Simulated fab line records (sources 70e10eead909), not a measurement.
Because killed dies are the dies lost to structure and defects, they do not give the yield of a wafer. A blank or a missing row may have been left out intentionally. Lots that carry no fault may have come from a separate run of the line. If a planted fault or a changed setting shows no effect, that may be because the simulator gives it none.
Which of the tools did it? ; flow nand-harc ; 6 lots with 16 wafers sampled at 3 steps, on a route of 1302 steps

## WHAT THE GAUGES SHOWED, per wafer
NHARC_P_BONDPAD_INSPECT_23.
lot;measured;on;raw-defect-count
L330;day 10 19:43;defect-inspect-02;291 256
L332;day 11 10:27;defect-inspect-01;368 231
L337;day 13 16:53;defect-inspect-02;254 391 292
L339;day 14 11:29;defect-inspect-02;274 348 401
L341;day 15 01:33;defect-inspect-01;365 270 350
L343;day 16 08:31;defect-inspect-01;321 326 175

## WHAT TOOL EACH LOT RAN ON (gives the tool, then ch and the chambers of the sampled wafers, and finally the start)
lot;NHARC_P_BONDPAD_DESCUM_11;NHARC_P_BONDPAD_STRIP_15
L330;rie-diel-12 ch 0,3, day 10 17:08;rie-diel-10 ch 1,3, day 10 17:32
L332;rie-diel-12 ch 1,2, day 11 07:51;rie-diel-05 ch 0,3, day 11 08:14
L337;rie-diel-12 ch 1,3, day 13 14:20;rie-diel-05 ch 0,3, day 13 14:43
L339;rie-diel-05 ch 0,1,3, day 14 08:55;rie-diel-12 ch 0,2,3, day 14 09:18
L341;rie-diel-05 ch 0,1,3, day 14 23:01;rie-diel-12 ch 2,3, day 14 23:24
L343;rie-diel-10 ch 0,1,3, day 16 05:57;rie-diel-10 ch 1,2, day 16 06:22
- NHARC_P_BONDPAD_DESCUM_11: chemistry O2, time 3 s.
- NHARC_P_BONDPAD_STRIP_15: strips in O2.

## THE ANSWER, worked out from the rows above alone
Rule: usual is defined by the lots themselves. The widest of any qualifying gaps counts: lots, ordered by their means at a reading, are off when they make up no more than a third of the lots, leave a main group of 4 or more, and stand apart from it by 3 or more times the standard deviation of that group's means. A main group is skipped when, at the precision printed for the reading in the tables above, its means are all equal. A lot without any number at a reading at which 4 lots or more have one is off too. All remaining lots with rows at the step are treated as sound.
No lot is off at any reading shown: from this, nothing can be told.

## WHAT THE SIMULATOR HAD INSERTED
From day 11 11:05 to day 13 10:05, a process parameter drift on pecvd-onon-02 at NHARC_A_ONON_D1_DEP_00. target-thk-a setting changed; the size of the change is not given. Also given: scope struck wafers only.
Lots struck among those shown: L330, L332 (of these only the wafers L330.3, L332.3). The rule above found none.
